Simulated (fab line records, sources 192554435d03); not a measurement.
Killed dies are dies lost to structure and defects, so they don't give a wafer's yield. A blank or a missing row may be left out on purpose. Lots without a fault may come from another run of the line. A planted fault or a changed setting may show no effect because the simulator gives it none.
fab line records | flow n5_finfet
record lots=24 wafers=72 last_day=18
route steps=1938 shown BEOL_M4@1045
lots that met no fault: from a run of the same line without faults
start_h: hours from the record's first day to the start of the lot's first wafer shown | wait_h: hours since the lot's step before | " the same as in the row above | L1.1+2: a row that stands for several wafers | - no value, or no start given | * or withheld: withheld | < > ~ a bound
route shown NAME@n: a module of which the file shows steps, and the number in the route of the first | usual: mean/standard deviation of fault-free wafers | same: alike in all rows | chamber/n: place in a boat | sites: the reading at each site | _std_site: their standard deviation | _edge_site: outer sites' mean less inner sites' | radius_mm: how far each site lies from the wafer's centre | mask NAME#n: copy n | behind: the tool/chamber that last shaped the wafer | hold: why the lot was held/for how many hours/how that ended | device: the transistor (n, p or np) that didn't switch | end of line: the same wafers' tests at the end of the route | a step without rows: its recipe alone | killed: dies lost to structure and defects at the first sort, not the wafer's yield | map: a wafer's dies, x killed, . not, _ none there
set.NAME: the setting as run; set.NAME@STEP: as run at that earlier step | model.NAME: the simulator's own value behind a step, which no gauge read
steps of the route over a sample of lots; a table a step, a row a wafer
services: from which hour (start_h, from the record's first day; less than 0 if before it) a tool's chamber was out of use, for how many hours, and why
## steps
# step N5_BEOL_M4_STRIP_19
# recipe chemistry=O2 power_w=400 temp_c=40 pressure_mtorr=30 rf_frequency_hz=6e+07 bias_power_w=0 overash_fraction=0.2 o2_flow_sccm=225
# usual drypump_motor_current_A=5.7/0.41 oes_product_au=0.80/0.096 rf_vpp_V=3.6/0.48 showerhead_plenum_p_Torr=2.08/0.068 throttle_valve_pct=16.68/0.27
# columns lot.wafer tool chamber start_h wait_h drypump_motor_current_A oes_product_au rf_hours_counter_h rf_vpp_V showerhead_plenum_p_Torr throttle_valve_pct
L074.3 rie_diel-06 3 187.01 0.1 6.0 0.66 234 3.6 2.09 17.18
L074.4 " 0 " " 5.7 0.79 121 4.1 2.00 16.30
L074.5 " 0 " " 5.7 0.79 - 3.7 2.00 16.30
L075.3 rie_diel-06 0 190.90 0.1 5.8 0.78 122 3.1 2.00 16.31
L075.4 " 2 " " 4.9 0.91 46 3.4 2.13 16.78
L075.6 " 3 " " 6.0 0.66 - 3.1 2.09 17.18
L076.1 rie_diel-01 1 194.17 0.1 6.3 0.96 4 4.1 2.07 16.49
L076.2 " 0 " " 4.8 0.67 237 3.2 2.06 17.05
L076.5 " 3 " " 6.1 0.83 - 3.6 2.04 16.28
L077.1 rie_diel-06 2 196.68 0.1 4.9 0.91 48 3.2 2.13 16.76
L077.3 " 0 " " 5.8 0.78 123 2.6 2.00 16.32
L077.6 " 0 " " 5.8 0.78 - 4.1 2.00 16.30
L079.1 rie_diel-03 1 196.78 0.1 5.8 0.90 29 4.4 2.16 16.32
L079.3 " 3 " " 5.8 0.79 111 4.9 2.13 16.91
L079.5 " 0 " " 5.2 0.70 - 4.0 1.98 16.63
L080.1 rie_diel-06 2 196.91 0.1 4.9 0.90 48 3.4 2.13 16.78
L080.4 " 0 " " 5.8 0.77 123 3.1 2.00 16.31
L080.5 " 0 " " 5.8 0.77 - 4.0 2.00 16.31
L078.1 rie_diel-06 1 200.93 0.1 5.7 0.68 226 3.7 2.06 16.85
L078.4 " 3 " " 6.0 0.66 238 3.6 2.09 17.19
L078.5 " 0 " " 5.7 0.77 - 4.0 2.00 16.31
L081.1 rie_diel-03 3 202.12 0.1 5.8 0.79 114 3.8 2.13 16.92
L081.3 " 1 " " 5.9 0.91 32 3.3 2.16 16.34
L081.6 " 0 " " 5.2 0.71 - 5.2 1.98 16.64
L082.1 rie_diel-01 1 203.28 0.1 6.3 0.94 7 3.1 2.07 16.49
L082.4 " 2 " " 5.8 0.88 37 3.6 2.07 16.78
L082.5 " 0 " " 4.9 0.67 - 4.3 2.06 17.08
L083.3 rie_diel-01 1 238.36 0.1 6.3 0.91 17 3.2 2.06 16.50
L083.5 " 2 " " 5.8 0.87 - 3.6 2.07 16.80
L083.6 " 1 " " 6.3 0.91 - 3.5 2.06 16.50
L084.2 rie_diel-01 3 238.70 0.3 6.1 0.80 94 4.5 2.03 16.30
L084.5 " 2 " " 5.8 0.86 - 3.4 2.07 16.79
L084.6 " 1 " " 6.3 0.90 - 4.2 2.06 16.51
L085.2 rie_diel-06 2 242.10 0.3 4.9 0.88 61 3.9 2.12 16.81
L085.3 " 0 " " 5.8 0.77 137 3.6 2.00 16.35
L085.5 " 3 " " 6.0 0.65 - 3.4 2.09 17.22
L086.2 rie_diel-06 0 243.81 0.1 5.8 0.77 138 3.1 2.00 16.36
L086.3 " 2 " " 4.9 0.88 62 4.6 2.12 16.79
L086.6 " 2 " " 4.9 0.88 - 3.7 2.12 16.79
L087.3 rie_diel-03 2 258.57 0.1 5.9 0.95 8 2.8 2.25 16.64
L087.4 " 1 " " 5.9 0.88 41 3.5 2.15 16.33
L087.5 " 1 " " 5.9 0.88 - 3.5 2.16 16.35
L088.1 rie_diel-06 0 258.87 0.1 5.8 0.76 144 3.5 1.99 16.34
L088.2 " 2 " " 4.9 0.88 69 3.7 2.12 16.81
L088.3 " 1 " " 5.8 0.67 241 3.9 2.05 16.87
L089.1 rie_diel-01 2 266.09 0.1 5.8 0.85 59 4.3 2.06 16.82
L089.3 " 3 " " 6.1 0.80 106 3.1 2.03 16.32
L089.5 " 2 " " 5.8 0.85 - 4.1 2.06 16.83
L090.1 rie_diel-03 3 272.14 0.1 5.8 0.77 127 2.8 2.12 16.93
L090.2 " 0 " " 5.2 0.69 217 4.2 1.98 16.65
L090.6 " 1 " " 5.8 0.87 - 3.8 2.15 16.35
L091.1 rie_diel-06 2 279.83 0.1 4.9 0.86 77 3.5 2.12 16.82
L091.4 " 1 " " 5.7 0.67 249 3.2 2.05 16.90
L091.5 " 3 " " 6.0 0.96 - 3.6 2.09 16.70
L092.2 rie_diel-06 3 283.95 0.1 6.0 0.96 8 3.0 2.08 16.72
L092.4 " 0 " " 5.8 0.76 - 4.0 1.99 16.38
L092.6 " 2 " " 4.9 0.87 - 4.0 2.12 16.84
L093.2 rie_diel-03 2 290.17 0.1 5.8 0.92 19 3.5 2.25 16.67
L093.3 " 0 " " 5.2 0.69 224 3.6 1.98 16.66
L093.6 " 0 " " 5.2 0.69 - 3.7 1.97 16.67
L094.1 rie_diel-03 0 296.49 0.1 5.2 0.68 226 3.9 1.97 16.64
L094.2 " 3 " " 5.8 0.77 136 4.1 2.12 16.95
L094.4 " 1 " " 5.8 0.86 54 3.5 2.15 16.35
L095.4 rie_diel-03 3 300.54 0.3 5.8 0.77 137 3.8 2.12 16.95
L095.5 " 2 " " 5.8 0.91 - 3.0 2.24 16.66
L095.6 " 1 " " 5.8 0.85 - 3.4 2.15 16.35
L097.2 rie_diel-01 3 301.90 0.1 6.1 0.78 118 3.6 2.02 16.35
L097.3 " 0 " " 4.8 0.91 14 3.4 2.05 16.69
L097.6 " 2 " " 5.8 0.84 - 4.1 2.06 16.84
L096.1 rie_diel-06 2 305.04 0.1 4.9 0.84 88 3.7 2.11 16.87
L096.3 " 0 " " 5.8 0.75 164 4.0 1.99 16.39
L096.5 " 0 " " 5.8 0.75 - 3.6 1.99 16.39
# step N5_BEOL_M4_VIA_ETCH_34
# recipe chemistry=C4F6/O2 target_depth_a=694 mask_material=SOC pressure_mtorr=15 ion_energy_ev=250 taper_deg=4 time_s=65.9 source_w=350 bias_w=170 Ar_flow_sccm=300 C4F6_flow_sccm=10 O2_flow_sccm=10
# usual bias_w=170.0/0.6 drypump_motor_current_A=5.7/0.46 oes_product_au=0.82/0.084 rf_vpp_V=665/13 showerhead_plenum_p_Torr=2.80/0.062 throttle_valve_pct=30.8/0.31
# columns lot.wafer tool chamber start_h wait_h bias_w drypump_motor_current_A oes_product_au rf_hours_counter_h rf_vpp_V showerhead_plenum_p_Torr throttle_valve_pct
L074.3 rie_diel-01 1 195.39 0.0 170.3 6.3 0.95 5 649 2.79 30.7
L074.4 " 3 " " 170.9 6.1 0.82 83 657 2.76 30.4
L074.5 " 3 " " 170.7 6.1 0.82 - 657 2.76 30.4
L075.3 rie_diel-01 1 198.52 0.0 170.3 6.3 0.96 5 649 2.79 30.7
L075.4 " 0 " " 169.4 4.8 0.68 239 671 2.82 31.3
L075.6 " 3 " " 170.6 6.1 0.83 - 656 2.76 30.4
L076.1 rie_diel-01 1 200.10 0.0 169.8 6.3 0.94 6 650 2.79 30.7
L076.2 " 2 " " 169.4 5.8 0.86 36 666 2.78 31.0
L076.5 " 3 " " 170.0 6.1 0.83 - 657 2.76 30.4
L079.1 rie_diel-03 3 202.69 0.0 170.6 5.8 0.77 114 639 2.87 30.9
L079.3 " 0 " " 170.5 5.2 0.71 204 675 2.71 30.8
L079.5 " 0 " " 170.0 5.2 0.71 - 674 2.71 30.8
L077.1 rie_diel-06 2 202.71 0.0 169.5 4.9 0.91 49 689 2.88 30.9
L077.3 " 0 " " 169.5 5.8 0.79 125 661 2.75 30.5
L077.6 " 0 " " 169.8 5.7 0.78 - 659 2.75 30.5
L080.1 rie_diel-03 0 205.76 0.0 169.4 5.2 0.70 205 674 2.71 30.8
L080.4 " 1 " " 170.3 5.9 0.89 - 669 2.87 30.0
L080.5 " 0 " " 170.5 5.2 0.70 - 675 2.71 30.8
L081.1 rie_diel-01 3 211.51 0.0 170.3 6.1 0.81 87 658 2.76 30.4
L081.3 " 2 " " 170.1 5.8 0.86 38 665 2.78 31.0
L081.6 " 3 " " 169.7 6.1 0.81 - 658 2.76 30.4
L082.1 rie_diel-01 1 211.99 0.0 169.4 6.3 0.94 9 647 2.79 30.7
L082.4 " 2 " " 170.7 5.8 0.86 39 665 2.78 31.0
L082.5 " 2 " " 170.9 5.8 0.86 - 666 2.78 31.0
L078.1 rie_diel-06 3 238.84 0.0 170.9 6.0 0.66 248 662 2.79 31.1
L078.4 " 1 " " 168.8 5.8 0.68 233 675 2.79 30.8
L078.5 " 3 " " 170.6 6.0 0.66 - 662 2.79 31.1
L083.3 rie_diel-06 1 242.42 0.0 169.1 5.8 0.68 234 674 2.79 30.9
L083.5 " 1 " " 170.1 5.7 0.68 - 674 2.79 30.8
L083.6 " 0 " " 170.0 5.7 0.77 - 661 2.75 30.5
L084.2 rie_diel-06 2 244.49 0.0 171.3 4.9 0.89 63 690 2.87 30.9
L084.5 " 2 " " 170.6 4.9 0.88 - 689 2.87 30.9
L084.6 " 1 " " 168.3 5.7 0.69 - 675 2.79 30.8
L085.2 rie_diel-01 2 244.50 0.0 169.8 5.8 0.85 51 665 2.77 31.0
L085.3 " 1 " " 169.7 6.3 0.90 21 648 2.78 30.7
L085.5 " 3 " " 169.3 6.1 0.80 - 657 2.75 30.4
L086.2 rie_diel-01 1 247.38 0.0 170.3 6.3 0.89 22 648 2.78 30.7
L086.3 " 3 " " 169.8 6.1 0.81 99 656 2.75 30.5
L086.6 " 1 " " 169.2 6.3 0.89 - 648 2.78 30.7
L087.3 rie_diel-06 0 270.82 0.0 169.8 5.8 0.75 149 660 2.74 30.5
L087.4 " 3 " " 170.0 6.0 0.97 4 662 2.79 30.7
L087.5 " 2 " " 170.4 4.9 0.88 - 688 2.86 30.9
L088.1 rie_diel-03 3 271.39 0.0 169.6 5.8 0.77 127 640 2.86 30.9
L088.2 " 1 " " 170.1 5.8 0.88 44 669 2.87 30.1
L088.3 " 2 " " 169.5 5.8 0.94 12 693 3.05 31.2
L089.1 rie_diel-01 1 275.47 0.0 170.0 6.4 0.87 33 647 2.78 30.7
L089.3 " 2 " " 170.4 5.8 0.82 62 664 2.77 31.0
L089.5 " 3 " " 169.4 6.1 0.79 - 655 2.75 30.5
L090.1 rie_diel-03 1 275.49 0.0 169.6 5.9 0.88 46 670 2.87 30.0
L090.2 " 3 " " 169.9 5.8 0.76 128 639 2.86 30.9
L090.6 " 1 " " 169.5 5.9 0.88 - 669 2.87 30.0
L092.2 rie_diel-01 0 292.13 0.0 169.7 4.9 0.92 12 670 2.81 31.3
L092.4 " 2 " " 168.3 5.8 0.82 69 664 2.77 31.0
L092.6 " 3 " " 169.7 6.1 0.78 - 657 2.75 30.5
L091.1 rie_diel-06 3 292.43 0.0 169.8 6.0 0.93 12 663 2.79 30.7
L091.4 " 2 " " 170.7 4.9 0.86 - 689 2.86 30.9
L091.5 " 0 " " 170.1 5.8 0.75 - 658 2.74 30.6
L093.2 rie_diel-01 2 295.32 0.0 170.8 5.8 0.82 69 664 2.77 31.0
L093.3 " 0 " " 171.9 4.8 0.92 13 671 2.81 31.3
L093.6 " 2 " " 169.7 5.8 0.81 - 666 2.77 31.0
L094.1 rie_diel-01 3 300.54 0.0 170.6 6.1 0.78 118 658 2.75 30.5
L094.2 " 0 " " 170.7 4.8 0.92 14 670 2.81 31.3
L094.4 " 1 " " 169.5 6.3 0.86 41 648 2.77 30.7
L095.4 rie_diel-01 3 303.91 0.0 169.6 6.1 0.78 119 658 2.75 30.5
L095.5 " 0 " " 170.2 4.8 0.91 - 670 2.81 31.3
L095.6 " 1 " " 169.7 6.3 0.86 - 647 2.77 30.7
L097.2 rie_diel-03 3 317.20 0.0 169.7 5.8 0.74 143 638 2.85 30.9
L097.3 " 1 " " 169.3 5.9 0.86 62 669 2.86 30.1
L097.6 " 0 " " 169.5 5.2 0.69 - 676 2.70 30.9
L096.1 rie_diel-06 2 317.27 0.0 170.2 4.9 0.84 94 689 2.86 30.9
L096.3 " 1 " " 169.1 5.7 0.93 9 675 2.78 30.7
L096.5 " 3 " " 169.1 6.0 0.91 - 662 2.78 30.7
# step N5_BEOL_M4_ANNEAL_80
# recipe temp_c=400 time_s=240 ambient=vacuum
# usual heater_power_w=829/88 susceptor_temp_C_max=401.0/0.43
# columns lot.wafer tool chamber start_h wait_h heater_power_w susceptor_temp_C_max
L074.3 pvd_sputter-02 - 196.89 0.0 851 401.2
L074.4 " - " " 812 400.6
L074.5 " - " " 830 401.1
L075.3 pvd_sputter-01 - 200.37 0.0 651 400.7
L075.4 " - " " 939 400.4
L075.6 " - " " 788 401.8
L076.1 pvd_sputter-01 - 202.79 0.0 937 400.6
L076.2 " - " " 649 401.1
L076.5 " - " " 778 401.8
L079.1 pvd_sputter-03 - 204.12 0.0 930 401.5
L079.3 " - " " 835 400.8
L079.5 " - " " 925 401.2
L077.1 pvd_sputter-01 - 204.63 0.0 770 401.6
L077.3 " - " " 665 401.0
L077.6 " - " " 798 401.5
L080.1 pvd_sputter-01 - 209.59 0.0 1000 400.9
L080.4 " - " " 773 401.3
L080.5 " - " " 970 400.8
L081.1 pvd_sputter-03 - 212.85 0.0 935 401.2
L081.3 " - " " 955 400.8
L081.6 " - " " 852 401.1
L082.1 pvd_sputter-01 - 214.83 0.0 678 401.0
L082.4 " - " " 800 401.4
L082.5 " - " " 973 400.9
L078.1 pvd_sputter-02 - 241.13 0.0 837 401.2
L078.4 " - " " 830 400.6
L078.5 " - " " 824 401.3
L083.3 pvd_sputter-02 - 245.44 0.0 763 400.3
L083.5 " - " " 756 401.2
L083.6 " - " " 812 401.0
L084.2 pvd_sputter-01 - 245.82 0.0 658 401.0
L084.5 " - " " 758 401.8
L084.6 " - " " 785 401.2
L085.2 pvd_sputter-03 - 245.82 0.0 843 401.2
L085.3 " - " " 927 401.4
L085.5 " - " " 859 400.9
L086.2 pvd_sputter-01 - 250.27 0.0 647 401.5
L086.3 " - " " 957 400.8
L086.6 " - " " 977 400.7
L087.3 pvd_sputter-03 - 272.52 0.0 851 401.4
L087.4 " - " " 921 400.8
L087.5 " - " " 798 400.4
L088.1 pvd_sputter-02 - 274.35 0.0 747 400.9
L088.2 " - " " 852 400.7
L088.3 " - " " 828 400.7
L089.1 pvd_sputter-02 - 277.25 0.0 765 400.8
L089.3 " - " " 830 400.6
L089.5 " - " " 759 401.3
L090.1 pvd_sputter-03 - 278.30 0.0 967 400.9
L090.2 " - " " 862 401.2
L090.6 " - " " 917 401.1
L092.2 pvd_sputter-02 - 293.85 0.0 814 401.4
L092.4 " - " " 818 400.1
L092.6 " - " " 815 400.3
L091.1 pvd_sputter-03 - 295.89 0.0 836 400.8
L091.4 " - " " 965 401.2
L091.5 " - " " 967 400.6
L093.2 pvd_sputter-02 - 297.31 0.0 806 400.9
L093.3 " - " " 755 401.3
L093.6 " - " " 854 400.5
L094.1 pvd_sputter-01 - 302.32 0.0 803 401.3
L094.2 " - " " 675 400.9
L094.4 " - " " 793 401.2
L095.4 pvd_sputter-03 - 305.83 0.0 925 400.9
L095.5 " - " " 809 400.4
L095.6 " - " " 962 401.4
L097.2 pvd_sputter-02 - 319.23 0.0 758 401.0
L097.3 " - " " 829 401.3
L097.6 " - " " 845 400.2
L096.1 pvd_sputter-01 - 319.45 0.0 974 400.3
L096.3 " - " " 771 401.7
L096.5 " - " " 954 400.7
# step N5_BEOL_M4_ANNEAL_87
# recipe temp_c=400 time_s=240 ambient=vacuum
# usual heater_power_w=826/88 susceptor_temp_C_max=400.9/0.39
# columns lot.wafer tool chamber start_h wait_h heater_power_w susceptor_temp_C_max
L074.3 pvd_sputter-02 - 197.33 0.0 834 400.5
L074.4 " - " " 810 400.8
L074.5 " - " " 823 401.2
L075.3 pvd_sputter-01 - 200.81 0.0 647 401.1
L075.4 " - " " 980 400.4
L075.6 " - " " 779 401.1
L076.1 pvd_sputter-01 - 203.23 0.0 961 400.3
L076.2 " - " " 661 400.6
L076.5 " - " " 806 401.3
L079.1 pvd_sputter-03 - 204.56 0.0 922 401.3
L079.3 " - " " 821 400.6
L079.5 " - " " 923 401.4
L077.1 pvd_sputter-01 - 205.07 0.0 785 401.8
L077.3 " - " " 659 401.0
L077.6 " - " " 807 401.3
L080.1 pvd_sputter-01 - 210.03 0.0 954 401.3
L080.4 " - " " 773 401.8
L080.5 " - " " 961 400.5
L081.1 pvd_sputter-03 - 213.29 0.0 924 400.5
L081.3 " - " " 948 401.0
L081.6 " - " " 839 400.7
L082.1 pvd_sputter-01 - 215.27 0.0 661 401.0
L082.4 " - " " 774 400.9
L082.5 " - " " 959 400.6
L078.1 pvd_sputter-02 - 241.57 0.0 815 401.5
L078.4 " - " " 823 400.5
L078.5 " - " " 814 401.2
L083.3 pvd_sputter-02 - 245.88 0.0 769 400.9
L083.5 " - " " 751 401.9
L083.6 " - " " 807 400.8
L084.2 pvd_sputter-01 - 246.26 0.0 670 401.3
L084.5 " - " " 806 401.4
L084.6 " - " " 791 401.0
L085.2 pvd_sputter-03 - 246.26 0.0 834 401.0
L085.3 " - " " 921 400.7
L085.5 " - " " 856 400.9
L086.2 pvd_sputter-01 - 250.71 0.0 644 401.2
L086.3 " - " " 961 400.2
L086.6 " - " " 965 400.5
L087.3 pvd_sputter-03 - 272.96 0.0 844 400.9
L087.4 " - " " 934 400.9
L087.5 " - " " 784 400.6
L088.1 pvd_sputter-02 - 274.79 0.0 754 401.7
L088.2 " - " " 827 400.6
L088.3 " - " " 807 400.7
L089.1 pvd_sputter-02 - 277.69 0.0 757 400.9
L089.3 " - " " 813 400.7
L089.5 " - " " 784 401.3
L090.1 pvd_sputter-03 - 278.74 0.0 971 400.8
L090.2 " - " " 829 400.5
L090.6 " - " " 922 400.8
L092.2 pvd_sputter-02 - 294.29 0.0 818 401.4
L092.4 " - " " 830 401.1
L092.6 " - " " 806 400.6
L091.1 pvd_sputter-03 - 296.33 0.0 840 400.7
L091.4 " - " " 964 400.7
L091.5 " - " " 960 401.1
L093.2 pvd_sputter-02 - 297.75 0.0 815 400.9
L093.3 " - " " 768 400.9
L093.6 " - " " 843 400.8
L094.1 pvd_sputter-01 - 302.76 0.0 758 401.0
L094.2 " - " " 666 400.8
L094.4 " - " " 774 401.5
L095.4 pvd_sputter-03 - 306.27 0.0 909 400.7
L095.5 " - " " 809 400.2
L095.6 " - " " 976 401.5
L097.2 pvd_sputter-02 - 319.67 0.0 766 400.9
L097.3 " - " " 814 401.1
L097.6 " - " " 852 400.2
L096.1 pvd_sputter-01 - 319.89 0.0 952 400.9
L096.3 " - " " 784 401.1
L096.5 " - " " 976 400.5
# step N5_BEOL_M4_ANNEAL_95
# recipe temp_c=400 time_s=240 ambient=vacuum
# usual heater_power_w=829/88 susceptor_temp_C_max=400.9/0.4
# columns lot.wafer tool chamber start_h wait_h heater_power_w susceptor_temp_C_max
L074.3 pvd_sputter-02 - 198.21 0.0 836 401.2
L074.4 " - " " 828 400.5
L074.5 " - " " 803 401.3
L075.3 pvd_sputter-01 - 201.69 0.0 656 400.7
L075.4 " - " " 974 400.6
L075.6 " - " " 809 401.4
L076.1 pvd_sputter-01 - 204.11 0.0 956 400.8
L076.2 " - " " 667 401.0
L076.5 " - " " 777 401.7
L079.1 pvd_sputter-03 - 205.44 0.0 928 400.7
L079.3 " - " " 839 401.0
L079.5 " - " " 922 400.8
L077.1 pvd_sputter-01 - 205.95 0.0 790 401.4
L077.3 " - " " 661 400.7
L077.6 " - " " 776 401.6
L080.1 pvd_sputter-01 - 210.91 0.0 942 400.7
L080.4 " - " " 787 401.1
L080.5 " - " " 953 401.0
L081.1 pvd_sputter-03 - 214.17 0.0 947 401.2
L081.3 " - " " 987 400.7
L081.6 " - " " 847 400.6
L082.1 pvd_sputter-01 - 216.15 0.0 654 400.5
L082.4 " - " " 785 401.3
L082.5 " - " " 962 400.5
L078.1 pvd_sputter-02 - 242.45 0.0 816 401.2
L078.4 " - " " 823 400.2
L078.5 " - " " 836 401.3
L083.3 pvd_sputter-02 - 246.76 0.0 771 401.2
L083.5 " - " " 785 401.7
L083.6 " - " " 805 400.5
L084.2 pvd_sputter-01 - 247.14 0.0 670 400.6
L084.5 " - " " 779 401.9
L084.6 " - " " 795 401.3
L085.2 pvd_sputter-03 - 247.14 0.0 833 401.1
L085.3 " - " " 920 401.4
L085.5 " - " " 835 400.8
L086.2 pvd_sputter-01 - 251.59 0.0 660 400.9
L086.3 " - " " 953 400.5
L086.6 " - " " 971 400.7
L087.3 pvd_sputter-03 - 273.84 0.0 844 400.4
L087.4 " - " " 951 400.9
L087.5 " - " " 792 400.7
L088.1 pvd_sputter-02 - 275.67 0.0 776 401.0
L088.2 " - " " 849 400.6
L088.3 " - " " 810 400.7
L089.1 pvd_sputter-02 - 278.57 0.0 764 401.5
L089.3 " - " " 816 400.4
L089.5 " - " " 747 401.3
L090.1 pvd_sputter-03 - 279.62 0.0 967 401.0
L090.2 " - " " 828 401.0
L090.6 " - " " 924 401.3
L092.2 pvd_sputter-02 - 295.17 0.0 825 401.3
L092.4 " - " " 802 400.5
L092.6 " - " " 798 400.5
L091.1 pvd_sputter-03 - 297.21 0.0 855 401.0
L091.4 " - " " 979 400.7
L091.5 " - " " 965 400.9
L093.2 pvd_sputter-02 - 298.63 0.0 823 400.3
L093.3 " - " " 767 400.9
L093.6 " - " " 825 400.8
L094.1 pvd_sputter-01 - 303.64 0.0 783 401.6
L094.2 " - " " 652 400.6
L094.4 " - " " 784 401.2
L095.4 pvd_sputter-03 - 307.15 0.0 951 401.6
L095.5 " - " " 813 400.5
L095.6 " - " " 963 400.9
L097.2 pvd_sputter-02 - 320.55 0.0 760 401.1
L097.3 " - " " 833 401.3
L097.6 " - " " 835 400.6
L096.1 pvd_sputter-01 - 320.77 0.0 967 400.4
L096.3 " - " " 795 401.4
L096.5 " - " " 943 400.8
# step N5_BEOL_M4_DEP_57
# recipe material=SiCN target_thk_a=80 temp_c=withheld precursor=3MS/NH3 pressure_torr=3 rf_w=202 time_s=14
# usual chamber_pressure_Torr=3.000/0.0061 showerhead_plenum_p_Torr=3.660/0.016 throttle_valve_pct=9.0/0.39
# columns lot.wafer tool chamber start_h wait_h chamber_pressure_Torr showerhead_plenum_p_Torr throttle_valve_pct
L074.3 pecvd-04 0 199.66 0.0 3.002 3.694 9.5
L074.4 " 1 " " 2.996 3.645 8.5
L074.5 " 2 " " 3.007 3.666 8.4
L075.3 pecvd-03 2 204.15 0.0 2.997 3.670 8.5
L075.4 " 1 " " 2.998 3.664 9.5
L075.6 " 2 " " 3.003 3.668 8.6
L076.1 pecvd-03 2 205.23 0.0 2.985 3.674 8.8
L076.2 " 1 " " 3.000 3.663 9.6
L076.5 " 2 " " 2.988 3.664 8.6
L079.1 pecvd-04 2 206.56 0.0 2.998 3.676 8.8
L079.3 " 0 " " 3.011 3.687 9.1
L079.5 " 0 " " 3.005 3.683 9.1
L077.1 pecvd-04 2 207.09 0.0 3.010 3.672 8.6
L077.3 " 0 " " 2.994 3.688 9.1
L077.6 " 0 " " 2.997 3.688 9.0
L080.1 pecvd-01 1 212.04 0.0 3.003 3.652 9.3
L080.4 " 0 " " 3.004 3.641 8.9
L080.5 " 1 " " 3.003 3.654 9.5
L081.1 pecvd-03 1 215.49 0.0 2.997 3.660 9.4
L081.3 " 0 " " 2.995 3.655 8.9
L081.6 " 1 " " 2.999 3.665 9.7
L082.1 pecvd-04 1 217.27 0.0 2.991 3.645 8.8
L082.4 " 0 " " 3.004 3.678 9.1
L082.5 " 1 " " 3.009 3.642 8.6
L078.1 pecvd-01 0 244.79 0.0 2.994 3.637 8.9
L078.4 " 0 " " 2.992 3.648 9.0
L078.5 " 1 " " 3.007 3.655 9.4
L083.3 pecvd-01 0 247.89 0.0 2.999 3.637 9.0
L083.5 " 0 " " 2.994 3.639 9.3
L083.6 " 2 " " 3.005 3.647 8.6
L084.2 pecvd-01 2 248.44 0.0 3.000 3.649 8.4
L084.5 " 2 " " 3.009 3.651 8.4
L084.6 " 0 " " 3.001 3.638 8.9
L085.2 pecvd-03 1 248.78 0.0 2.998 3.680 9.4
L085.3 " 0 " " 3.001 3.660 8.8
L085.5 " 1 " " 3.001 3.662 9.3
L086.2 pecvd-01 0 252.87 0.0 3.011 3.636 9.1
L086.3 " 1 " " 2.998 3.657 9.5
L086.6 " 2 " " 2.992 3.642 8.4
L087.3 pecvd-03 0 275.39 0.0 3.006 3.648 9.0
L087.4 " 2 " " 2.998 3.689 8.4
L087.5 " 1 " " 3.000 3.675 9.8
L088.1 pecvd-03 1 276.79 0.0 2.998 3.667 9.4
L088.2 " 0 " " 2.999 3.656 8.9
L088.3 " 2 " " 2.994 3.684 8.5
L089.1 pecvd-04 1 280.03 0.0 3.002 3.653 8.5
L089.3 " 2 " " 2.992 3.660 9.2
L089.5 " 2 " " 3.003 3.676 9.0
L090.1 pecvd-03 0 281.72 0.0 2.993 3.649 8.8
L090.2 " 1 " " 2.991 3.670 9.4
L090.6 " 0 " " 3.002 3.649 9.0
L092.2 pecvd-04 0 296.39 0.0 3.001 3.683 9.2
L092.4 " 1 " " 3.008 3.640 8.7
L092.6 " 0 " " 3.003 3.683 9.2
L091.1 pecvd-03 1 298.46 0.0 3.005 3.659 9.3
L091.4 " 1 " " 2.998 3.665 9.6
L091.5 " 0 " " 3.002 3.663 9.0
L093.2 pecvd-03 2 299.82 0.0 2.982 3.680 8.6
L093.3 " 1 " " 3.009 3.667 9.3
L093.6 " 2 " " 3.000 3.685 8.5
L094.1 pecvd-01 2 305.11 0.0 3.002 3.654 8.4
L094.2 " 0 " " 2.997 3.640 9.1
L094.4 " 0 " " 2.996 3.640 9.2
L095.4 pecvd-04 1 308.29 0.0 3.000 3.644 8.6
L095.5 " 2 " " 3.008 3.668 8.8
L095.6 " 0 " " 3.013 3.684 9.3
L097.2 pecvd-04 2 321.67 0.0 2.996 3.674 8.6
L097.3 " 0 " " 2.993 3.687 9.3
L097.6 " 2 " " 3.000 3.677 9.0
L096.1 pecvd-01 0 321.90 0.0 2.988 3.641 9.0
L096.3 " 1 " " 2.996 3.655 9.6
L096.5 " 1 " " 2.999 3.661 9.4
## services
# columns tool chamber start_h hours kind
pecvd-01 - 164.59 14.6 pm
rie_diel-03 2 201.74 28.7 repair
pecvd-03 - 203.07 0.6 repair
pvd_sputter-02 - 207.13 4.6 repair
rie_diel-06 1 214.36 13.2 repair
rie_diel-03 - 219.88 28.1 pm
rie_diel-01 0 238.87 - clean
rie_diel-01 0 238.87 - consumable_replace:focus_ring
rie_diel-01 0 238.87 17.9 scheduled_down
rie_diel-01 0 238.87 17.9 vent_cycle
pvd_sputter-03 - 239.40 1.2 repair
pecvd-03 2 241.42 8.2 repair
rie_diel-06 3 242.28 - clean
rie_diel-06 3 242.28 - consumable_replace:focus_ring
rie_diel-06 3 242.28 19.6 scheduled_down
rie_diel-06 3 242.28 19.6 vent_cycle
rie_diel-06 1 282.21 - clean
rie_diel-06 1 282.21 - consumable_replace:focus_ring
rie_diel-06 1 282.21 13.8 scheduled_down
rie_diel-06 1 282.21 13.8 vent_cycle
pecvd-03 2 302.47 2.1 scheduled_down
pecvd-03 0 306.33 5.5 scheduled_down
rie_diel-01 2 306.55 1.8 repair
rie_diel-01 - 317.64 2.8 pm
## key
fault none
